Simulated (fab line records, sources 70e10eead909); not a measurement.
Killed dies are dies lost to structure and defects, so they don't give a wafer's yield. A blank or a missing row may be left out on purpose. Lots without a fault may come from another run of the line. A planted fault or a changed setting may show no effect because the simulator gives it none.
fab line records | flow nand_harc
record lots=11 wafers=33 last_day=26
route steps=1159 shown P_STI@89 P_GATE@132 END@1159
lots that met no fault: from a run of the same line without faults
start_h: hours from the record's first day to the start of the lot's first wafer shown | wait_h: hours since the lot's step before | " the same as in the row above | L1.1+2: a row that stands for several wafers | - no value, or no start given | * or withheld: withheld | < > ~ a bound
route shown NAME@n: a module of which the file shows steps, and the number in the route of the first | usual: mean/standard deviation of fault-free wafers | same: alike in all rows | chamber/n: place in a boat | sites: the reading at each site | _std_site: their standard deviation | _edge_site: outer sites' mean less inner sites' | radius_mm: how far each site lies from the wafer's centre | mask NAME#n: copy n | behind: the tool/chamber that last shaped the wafer | hold: why the lot was held/for how many hours/how that ended | device: the transistor (n, p or np) that didn't switch | end of line: the same wafers' tests at the end of the route | a step without rows: its recipe alone | killed: dies lost to structure and defects at the first sort, not the wafer's yield | map: a wafer's dies, x killed, . not, _ none there
set.NAME: the setting as run; set.NAME@STEP: as run at that earlier step | model.NAME: the simulator's own value behind a step, which no gauge read
steps of the route over a sample of lots; a table a step, a row a wafer
services: from which hour (start_h, from the record's first day; less than 0 if before it) a tool's chamber was out of use, for how many hours, and why
## steps
# step NHARC_P_STI_ETCH_31
# recipe target_depth_a=1089 time_s=54.5 cf4_flow_sccm=100 chf3_flow_sccm=30 ar_flow_sccm=0 rf_w=500 bias_w=200 chemistry=CF4/CHF3
# usual bias_w=200.0/0.61 chf3_flow_sccm=30.01/0.089 drypump_motor_current_A=5.7/0.45 oes_product_au=0.964/0.015 rf_vpp_V=370.4/1.8 showerhead_plenum_p_Torr=1.57/0.046 throttle_valve_pct=16.801/0.0095
# same time_s=54.5
# columns lot.wafer tool chamber start_h wait_h bias_w chf3_flow_sccm drypump_motor_current_A oes_product_au rf_hours_counter_h rf_vpp_V showerhead_plenum_p_Torr throttle_valve_pct
L704.4 rie_diel-08 1 - - 199.7 29.83 5.3 0.958 7 370.2 1.53 16.781
L704.3 " 0 " " 199.8 30.03 5.7 0.978 6 372.4 1.62 16.805
L704.6 " 2 " " 199.1 29.97 5.6 0.960 - 371.5 1.58 16.796
L705.1 rie_diel-04 0 - - 200.6 29.92 5.2 0.964 3 367.3 1.48 16.814
L705.2 " 1 " " 200.2 30.14 6.3 0.973 2 372.1 1.61 16.810
L705.4 " 2 " " 199.9 30.04 5.8 0.985 3 371.7 1.65 16.794
L709.1 rie_diel-04 2 - - 199.5 29.96 5.8 0.980 4 373.2 1.64 16.806
L709.4 " 3 " " 201.5 29.96 5.4 0.989 4 369.6 1.58 16.800
L709.2 " 1 " " 199.6 29.89 6.3 0.959 3 371.9 1.61 16.804
L712.4 rie_diel-04 2 - - 199.5 29.91 5.8 0.956 4 373.2 1.64 16.804
L712.6 " 1 " " 199.7 30.10 6.3 0.936 - 372.9 1.61 16.815
L712.5 " 2 " " 200.2 29.99 5.8 0.966 - 371.2 1.64 16.796
L714.6 rie_diel-08 1 - - 200.0 30.03 5.3 0.974 - 369.0 1.53 16.820
L714.5 " 2 " " 199.6 30.05 5.6 0.969 - 372.2 1.58 16.786
L714.4 " 0 " " 201.0 30.03 5.7 0.986 - 373.8 1.62 16.804
L716.3 rie_diel-01 3 - - 199.6 30.16 5.3 0.975 5 368.3 1.55 16.799
L716.4 " 0 " " 199.9 29.82 5.2 0.966 5 372.3 1.59 16.817
L716.5 " 2 " " 200.2 30.02 5.2 0.968 - 369.9 1.53 16.805
L717.1 rie_diel-08 3 - - 200.6 30.04 6.5 0.963 11 370.3 1.54 16.815
L717.6 " 3 " " 201.3 29.96 6.5 0.957 - 369.1 1.54 16.809
L717.5 " 0 " " 199.1 29.93 5.7 0.993 - 371.5 1.62 16.805
L718.3 rie_diel-04 2 - - 199.7 30.00 5.8 0.950 0 372.0 1.64 16.796
L718.2 " 3 " " 199.4 30.13 5.5 0.973 0 370.3 1.58 16.800
L718.5 " 0 " " 200.1 29.99 5.2 0.966 - 367.7 1.48 16.814
L719.3 rie_diel-01 2 - - 201.0 29.98 5.3 0.965 6 369.2 1.53 16.799
L719.4 " 1 " " 200.0 30.10 6.4 0.966 6 370.0 1.55 16.815
L719.5 " 2 " " 200.4 30.06 5.2 0.964 - 367.3 1.53 16.800
L725.3 rie_diel-04 0 - - 199.5 29.96 5.2 0.954 1 367.7 1.48 16.797
L725.1 " 1 " " 199.2 29.98 6.3 0.960 1 372.9 1.61 16.807
L725.2 " 3 " " 200.5 30.06 5.5 0.983 1 371.9 1.57 16.795
L726.3 rie_diel-08 3 - - 199.8 30.09 6.5 0.965 3 370.3 1.54 16.800
L726.2 " 0 " " 200.4 29.96 5.7 0.951 2 370.0 1.62 16.810
L726.6 " 1 " " 199.7 30.01 5.3 0.973 - 368.8 1.53 16.796
# step NHARC_P_GATE_DEP_103
# recipe target_thk_a=300 target_thk_nm=30 temp_c=400 flow_sccm=200 rf_w=350 material=SiON
# usual heater_power_outer_w=410/62 heater_power_w=695/92
# columns lot.wafer tool chamber start_h wait_h heater_power_outer_w heater_power_w
L704.3 pecvd-01 0 95.88 0.4 464 825
L704.4 " 2 " " 402 691
L704.6 " 0 " " 458 809
L705.1 pecvd-04 1 104.14 0.6 483 779
L705.2 " 0 " " 379 648
L705.4 " 1 " " 502 779
L709.2 pecvd-01 1 131.71 0.4 339 549
L709.1 " 2 " " 501 795
L709.4 " 2 " " 388 667
L712.4 pecvd-04 2 143.76 0.3 414 700
L712.5 " 0 " " 368 628
L712.6 " 1 " " 501 777
L716.3 pecvd-03 2 165.17 0.4 448 730
L716.5 " 0 " " 444 734
L716.4 " 2 " " 444 743
L717.1 pecvd-01 1 165.49 0.6 341 575
L717.6 " 1 " " 350 577
L717.5 " 2 " " 506 794
L714.4 pecvd-01 2 165.83 0.3 - -
L714.5 " 0 " " - -
L714.6 " 1 " " - -
L718.3 pecvd-03 0 180.14 0.4 - -
L718.2 " 1 " " - -
L718.5 " 2 " " - -
L719.3 pecvd-03 2 180.43 0.4 - -
L719.5 " 1 " " - -
L719.4 " 2 " " - -
L725.2 pecvd-01 0 219.90 0.4 342 672
L725.1 " 1 " " 325 551
L725.3 " 2 " " 477 770
L726.3 pecvd-04 2 226.10 0.3 384 632
L726.2 " 0 " " 443 721
L726.6 " 1 " " 493 795
# step NHARC_P_GATE_ETCH_104
# recipe target_depth_a=600 time_s=withheld cf4_flow_sccm=100 chf3_flow_sccm=30 ar_flow_sccm=0 rf_w=500 bias_w=200 chemistry=CF4/CHF3
# usual bias_w=200.0/0.59 drypump_motor_current_A=5.7/0.5 oes_product_au=0.953/0.021 rf_vpp_V=371.4/2.2 showerhead_plenum_p_Torr=1.60/0.058 throttle_valve_pct=16.803/0.0087
# columns lot.wafer tool chamber start_h wait_h bias_w drypump_motor_current_A oes_product_au rf_vpp_V showerhead_plenum_p_Torr throttle_valve_pct
L704.3 rie_diel-09 1 96.81 0.1 200.3 5.7 0.973 373.1 1.64 16.797
L704.4 " 3 " " 199.3 4.8 0.953 370.3 1.61 16.781
L704.6 " 1 " " 200.4 5.7 0.984 373.2 1.64 16.794
L705.2 rie_diel-06 3 104.99 0.1 200.2 6.3 0.922 369.2 1.53 16.801
L705.1 " 0 " " 199.5 4.9 0.948 368.8 1.51 16.800
L705.4 " 1 " " 199.8 6.0 0.918 371.4 1.61 16.806
L709.4 rie_diel-09 1 132.54 0.1 199.7 5.7 0.930 373.5 1.63 16.825
L709.1 " 2 " " 199.2 5.8 0.918 371.5 1.62 16.802
L709.2 " 3 " " 199.4 4.7 0.921 372.0 1.61 16.803
L712.4 rie_diel-09 0 144.63 0.1 199.6 5.7 0.977 373.4 1.66 16.822
L712.6 " 3 " " 201.1 4.8 0.979 372.1 1.60 16.805
L712.5 " 0 " " 199.3 5.7 0.985 373.2 1.66 16.790
L716.3 rie_diel-13 3 166.34 0.2 199.3 5.0 0.933 373.7 1.65 16.801
L716.4 " 0 " " 199.7 6.1 0.927 367.7 1.48 16.791
L716.5 " 3 " " 199.3 5.0 0.930 373.9 1.65 16.804
L717.1 rie_diel-06 2 166.55 0.1 199.3 5.7 0.948 373.9 1.67 16.792
L717.6 " 2 " " 199.8 5.7 0.943 372.3 1.67 16.800
L717.5 " 3 " " 200.6 6.4 0.939 369.4 1.52 16.811
L714.4 rie_diel-06 0 167.00 0.3 200.8 4.9 0.942 369.5 1.51 16.811
L714.6 " 1 " " 200.5 6.0 0.914 373.3 1.61 16.812
L714.5 " 2 " " 199.7 5.8 0.938 373.5 1.67 16.795
L718.3 rie_diel-06 1 181.07 0.1 200.7 6.0 0.947 371.9 1.61 16.796
L718.2 " 2 " " 199.9 5.7 0.954 373.5 1.67 16.805
L718.5 " 1 " " 200.9 6.0 0.950 371.9 1.61 16.810
L719.4 rie_diel-06 3 181.34 0.1 199.0 6.3 0.956 367.7 1.52 16.799
L719.3 " 2 " " 199.2 5.7 0.955 374.1 1.67 16.793
L719.5 " 3 " " 199.6 6.3 0.947 369.0 1.52 16.798
L725.3 rie_diel-09 1 220.85 0.2 200.4 5.8 0.942 372.9 1.62 16.819
L725.2 " 2 " " 200.9 5.7 0.953 372.7 1.61 16.817
L725.1 " 0 " " 199.5 5.7 0.942 372.1 1.65 16.793
L726.2 rie_diel-09 3 227.05 0.1 199.2 4.7 0.978 372.2 1.60 16.799
L726.3 " 2 " " 199.9 5.7 0.949 370.3 1.61 16.807
L726.6 " 0 " " 199.2 5.7 0.977 375.0 1.65 16.796
# step NHARC_P_GATE_ETCH_114
# recipe target_depth_a=300 overetch_a=30 time_s=16.5 ion_energy_ev=100 cf4_flow_sccm=80 o2_flow_sccm=20 ar_flow_sccm=0 rf_w=300 bias_w=100 chemistry=CF4/O2
# usual bias_w=100.0/0.35 drypump_motor_current_A=5.7/0.49 oes_product_au=0.999/0.011 rf_vpp_V=198.3/1.3 showerhead_plenum_p_Torr=1.36/0.05 throttle_valve_pct=13.397/0.0082
# same time_s=16.5
# columns lot.wafer tool chamber start_h wait_h bias_w drypump_motor_current_A oes_product_au rf_hours_counter_h rf_vpp_V showerhead_plenum_p_Torr throttle_valve_pct
L704.3 rie_diel-09 0 - - 100.7 5.6 1.007 5 199.0 1.41 13.399
L704.4 " 1 " " 100.1 5.8 0.995 6 199.2 1.39 13.404
L704.6 " 1 " " 100.4 5.8 1.002 - 198.5 1.39 13.408
L705.4 rie_diel-06 0 - - 99.0 4.9 1.016 10 196.6 1.28 13.407
L705.1 " 2 " " 100.4 5.8 1.006 10 199.6 1.42 13.402
L705.2 " 3 " " 100.0 6.4 0.998 10 196.0 1.29 13.392
L709.2 rie_diel-09 2 - - 100.6 5.7 0.980 16 198.9 1.37 13.400
L709.4 " 3 " " 100.1 4.8 1.001 15 198.4 1.36 13.404
L709.1 " 1 " " 99.4 5.8 0.991 17 198.3 1.39 13.407
L712.4 rie_diel-09 0 - - 99.8 5.6 0.983 20 199.7 1.41 13.400
L712.5 " 1 " " 99.9 5.7 1.001 - 199.2 1.39 13.391
L712.6 " 2 " " 100.6 5.7 0.994 - 197.3 1.37 13.400
L717.1 rie_diel-06 1 - - 99.6 6.0 1.003 22 198.9 1.37 13.396
L717.6 " 1 " " 99.6 6.0 0.985 - 197.3 1.37 13.414
L717.5 " 2 " " 100.2 5.7 1.012 - 200.5 1.42 13.393
L714.4 rie_diel-06 3 - - 99.6 6.3 1.002 22 196.9 1.29 13.390
L714.5 " 1 " " 99.5 6.0 0.983 - 199.9 1.37 13.410
L714.6 " 2 " " 99.4 5.8 1.006 - 200.0 1.42 13.404
L716.4 rie_diel-13 1 - - 99.8 6.4 0.998 24 198.5 1.35 13.413
L716.3 " 3 " " 100.0 5.0 1.002 23 199.5 1.40 13.410
L716.5 " 2 " " 99.4 5.9 0.990 - 197.5 1.39 13.410
L718.3 rie_diel-06 0 - - 99.6 4.9 1.016 26 196.7 1.28 13.392
L718.2 " 1 " " 99.9 6.0 0.975 25 198.6 1.37 13.396
L718.5 " 3 " " 100.2 6.3 1.008 - 196.4 1.29 13.385
L719.4 rie_diel-06 1 - - 99.9 6.0 0.997 25 197.7 1.37 13.388
L719.3 " 3 " " 100.3 6.3 1.006 25 196.5 1.29 13.399
L719.5 " 1 " " 99.4 6.0 0.987 - 197.9 1.37 13.406
L725.2 rie_diel-09 0 - - 100.3 5.7 0.986 51 200.8 1.40 13.382
L725.3 " 2 " " 99.7 5.7 0.997 53 198.5 1.36 13.391
L725.1 " 3 " " 99.6 4.8 0.995 49 199.3 1.36 13.397
L726.2 rie_diel-09 1 - - 99.9 5.8 0.985 54 199.1 1.38 13.382
L726.3 " 3 " " 100.3 4.8 1.003 50 198.7 1.36 13.384
L726.6 " 1 " " 100.4 5.8 0.986 - 199.9 1.38 13.404
# step NHARC_END_SORT_01
# recipe temp_c=25
# usual killed_at_array=28/9.1 killed_at_other=0.6/0.87 killed_at_periphery=3.4/2.7 killed_dies=32/9 killed_open=3.2/1.9 killed_short=2.0/1.3
# same gross_dies=677
# columns lot.wafer tool chamber start_h wait_h killed_at_array killed_at_other killed_at_periphery killed_dies killed_open killed_short
L714.4 prober-02 0 543.51 3.4 49 0 628 677 3 1
L714.5 prober-02 0 544.32 3.7 36 0 641 677 7 1
L714.6 prober-02 0 545.13 4.1 38 0 639 677 3 1
L719.3 prober-02 0 550.57 3.1 37 0 640 677 4 3
L719.4 prober-02 0 551.38 3.4 40 0 637 677 1 0
L719.5 prober-02 0 552.18 3.7 39 0 638 677 7 0
L718.2 prober-02 0 557.59 2.8 22 1 654 677 3 3
L718.3 prober-02 0 558.38 3.1 18 2 657 677 1 3
L718.5 prober-02 0 559.96 3.7 14 3 660 677 2 2
# killed by level:class
L714.4 P_GATE:area_dep=628 A_SLIT:chamber_film_flake=22 A_CHANNEL_HOLE_D1:chamber_film_flake=9 A_CONTACT:chamber_film_flake=7 A_STAIRCASE:chamber_film_flake=3 A_CHANNEL_FILL_D1:chamber_film_flake=2 A_SGD_CUT:chamber_film_flake=2 A_CHANNEL_FILL_D1:geometric_particle:short=1
L714.5 P_GATE:area_dep=638 A_SLIT:chamber_film_flake=17 A_CHANNEL_HOLE_D1:chamber_film_flake=5 A_CONTACT:chamber_film_flake=5 A_M0:geometric_particle:open=3 A_STAIRCASE:chamber_film_flake=2 P_STI:geometric_particle:short=1 P_M0:geometric_particle:open=1
L714.6 P_GATE:area_dep=638 A_SLIT:chamber_film_flake=12 A_CHANNEL_HOLE_D1:chamber_film_flake=11 A_SGD_CUT:chamber_film_flake=6 A_STAIRCASE:chamber_film_flake=3 A_CONTACT:chamber_film_flake=2 A_ONON_D1:geometric_particle:short=1 A_WL_FILL:geometric_particle:open=1
L719.3 P_GATE:area_dep=638 A_SLIT:chamber_film_flake=13 A_CONTACT:chamber_film_flake=8 A_CHANNEL_HOLE_D1:chamber_film_flake=7 A_STAIRCASE:chamber_film_flake=3 A_SGD_CUT:geometric_particle:open=2 P_M0:geometric_particle:open=1 P_M0:geometric_particle:short=1
L719.4 P_GATE:area_dep=637 A_CONTACT:chamber_film_flake=11 A_SLIT:chamber_film_flake=11 A_CHANNEL_HOLE_D1:chamber_film_flake=10 A_M1:chamber_film_flake=3 A_STAIRCASE:chamber_film_flake=2 A_CHANNEL_HOLE_D1:geometric_particle:open=1 A_CHANNEL_FILL_D1:chamber_film_flake=1
L719.5 P_GATE:area_dep=631 A_SLIT:chamber_film_flake=17 A_CHANNEL_HOLE_D1:chamber_film_flake=10 A_CONTACT:chamber_film_flake=5 P_ZERO_WELL:chamber_film_flake=4 A_CONTACT:geometric_particle:open=3 A_STAIRCASE:chamber_film_flake=3 P_STI:geometric_particle:open=1
L718.2 P_GATE:area_dep=647 A_CONTACT:chamber_film_flake=7 A_CHANNEL_HOLE_D1:chamber_film_flake=4 A_STAIRCASE:chamber_film_flake=4 P_M0:chamber_film_flake=3 A_WL_FILL:geometric_particle:open=2 P_STI:chamber_film_flake=2 P_M2:geometric_particle:short=1
L718.3 P_GATE:area_dep=648 A_CONTACT:chamber_film_flake=7 A_STAIRCASE:chamber_film_flake=4 P_STI:chamber_film_flake=2 P_M0:chamber_film_flake=2 P_GATE:chamber_film_flake=2 P_CONTACT:chamber_film_flake=2 A_CHANNEL_HOLE_D1:chamber_film_flake=2
L718.5 P_GATE:area_dep=650 A_CHANNEL_HOLE_D1:chamber_film_flake=4 A_CONTACT:chamber_film_flake=4 A_STAIRCASE:chamber_film_flake=3 P_CONTACT:chamber_film_flake=3 P_M0:chamber_film_flake=3 THIN_TSV:chamber_film_flake=3 P_GATE:geometric_particle:open=2
## services
# columns tool chamber start_h hours kind
rie_diel-13 1 32.38 7.8 repair
pecvd-01 1 33.58 4.3 repair
rie_diel-09 0 50.90 7.2 repair
pecvd-01 - 56.03 13.0 pm
rie_diel-08 2 56.48 1.9 repair
rie_diel-06 - 64.23 9.0 pm
rie_diel-08 0 66.39 4.7 repair
pecvd-03 2 70.15 19.5 repair
rie_diel-13 3 70.25 10.5 repair
rie_diel-01 0 76.53 9.8 repair
rie_diel-09 - 77.10 9.0 pm
rie_diel-13 - 77.33 11.2 repair
rie_diel-04 - 77.74 0.2 repair
rie_diel-08 3 104.66 5.9 repair
pecvd-04 0 110.89 3.0 repair
pecvd-03 - 111.12 13.0 pm
rie_diel-04 - 111.90 9.0 pm
rie_diel-08 - 124.80 9.0 pm
rie_diel-09 3 178.49 5.0 repair
rie_diel-06 - 178.84 0.5 repair
rie_diel-06 0 191.14 4.7 repair
pecvd-04 - 195.48 13.0 pm
pecvd-01 - 196.47 0.8 repair
rie_diel-06 - 216.77 1.4 repair
## key
first_sign step=NHARC_P_GATE_DEP_103 reading=tool_record direction=missing
effect step=NHARC_END_SORT_01 reading=killed_at_periphery direction=up sigmas=99+ usual=3.4 struck=643.8
more_kills_born_at NHARC_P_GATE_DEP_103@pecvd-03=3851 NHARC_P_GATE_DEP_103@pecvd-01=1904
met_at NHARC_P_GATE_DEP_103
struck_lots L714,L718,L719
later_rows_left_out L714.4,L714.5,L714.6,L718.2,L718.3,L718.5,L719.3,L719.4,L719.5
tester_left_out L714,L718,L719
not_acting_at NHARC_P_STI_ETCH_31,NHARC_P_GATE_ETCH_104,NHARC_P_GATE_ETCH_114
onset_between 165.49 165.83
fault kind=skipped_step_whole tool=pecvd-01,pecvd-03 chamber=- onset_h=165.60 steps=NHARC_P_GATE_DEP_103 scope=struck_lots_only
# tester_left_out: of these lots the tester's yield and bins aren't shown, on N5 and GAA mostly nor the transistor test; their killed dies are dies lost to structure and defects alone, not to doping, threshold or leakage, so they don't give the yield
# later_rows_left_out: the simulator's readings of these wafers behind a module that went badly wrong aren't trusted and aren't shown, but for the sort
